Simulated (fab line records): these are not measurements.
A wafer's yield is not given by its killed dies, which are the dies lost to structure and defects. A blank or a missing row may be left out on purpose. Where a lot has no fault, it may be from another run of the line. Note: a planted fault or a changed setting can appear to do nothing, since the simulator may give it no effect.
Code-filled problem report in 8D (eight disciplines) form    flow n5Finfet    the parts of the form that need people (team, actions taken, sign-off) are left out

## 1. THE ISSUE
Mean of runLengthS at N5_BEOL_M4_CO_CAP_55: 176.9 s across 9 wafers in 3 lots; on wafers with no fault it is 124.7 s (standard deviation 0.6). That is +87 standard deviations from the usual mean.
The step: material Co, precursor CCTBA/H2, target thk 2 nm, time 102.1 s.
The first sign was on wafer L945.4 at day 11 15:02, on cvdCo-02. At this step, 21 wafers from 7 lots have a number in the record. The rule behind "out" and "out of limits": a value lying over 4 standard deviations away from the usual mean. All remaining wafers that have a number are taken as sound.

## 2. WHAT IT IS; WHAT IT IS NOT
question                     is                      is not
which readings at this step  runLengthS              heaterPowerOuterW, heaterPowerW, susceptorTempC
which lots                   L945, L946, L949        L936, L937, L948, L953
which wafers of those lots   all that have a number  -
read on which tools          cvdCo-02                cvdCo-01
when                         from day 11 15:02       up to then (6 sound wafers); but 6 sound wafers of L948, L953 came after

## 3. THE SUSPECTS, EACH WITH WHAT RULES IT OUT
Counting: a tool stays on the suspect list if, at a process step up to the reading, it processed all lots that are out and no sound lot following the first of them.
- cvdCo-02 at N5_BEOL_M4_PRE_CLEAN_60 (time 15 s): kept. It processed each lot that is out, first L945 at day 11 14:58, and no sound lot thereafter; up to then, the last sound lot it processed was L937 at day 10 03:31.
- cvdCo-02 at N5_BEOL_M4_CO_CAP_55 (material Co, precursor CCTBA/H2, target thk 2 nm, time 102.1 s): kept. It processed each lot that is out, first L945 at day 11 15:02, and no sound lot thereafter; up to then, the last sound lot it processed was L937 at day 10 03:34. Out on those wafers are its own readings of runLengthS.
Left after counting: cvdCo-02 at N5_BEOL_M4_PRE_CLEAN_60, cvdCo-02 at N5_BEOL_M4_CO_CAP_55.

## 4. THE CAUSE (what the simulator had put in)
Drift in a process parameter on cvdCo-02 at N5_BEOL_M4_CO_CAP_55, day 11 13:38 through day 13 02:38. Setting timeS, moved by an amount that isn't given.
Counting left 2 suspects, and this tool is among them.

## 5. SEQUENCE OF EFFECTS, ordered by route
Each row: a reading where the mean over the struck wafers with a number is more than 3 standard deviations away from the usual. Scope: only readings with a usual standard deviation given in the record; hours: median across lots of the time from each lot's start at the first step in this table that gives one to its start at this step; sigmas: change in usual standard deviations.
hours  step                  reading     usual    on struck wafers  change  sigmas
0      N5_BEOL_M4_CO_CAP_55  runLengthS  124.7 s  176.9             +52.2   +87
Its process steps:
- N5_BEOL_M4_CO_CAP_55: material Co, precursor CCTBA/H2, target thk 2 nm, time 102.1 s.
At these later measuring or inspecting steps, every struck wafer for which the step has a row has a number for every such reading, and none has moved that far: N5_BEOL_M4_RC_MEAS_101.

## 6. WHAT WOULD HAVE CAUGHT IT SOONER
In this record the first reading out of limits was taken at day 11 15:02, 1 hour after the fault began at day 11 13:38.
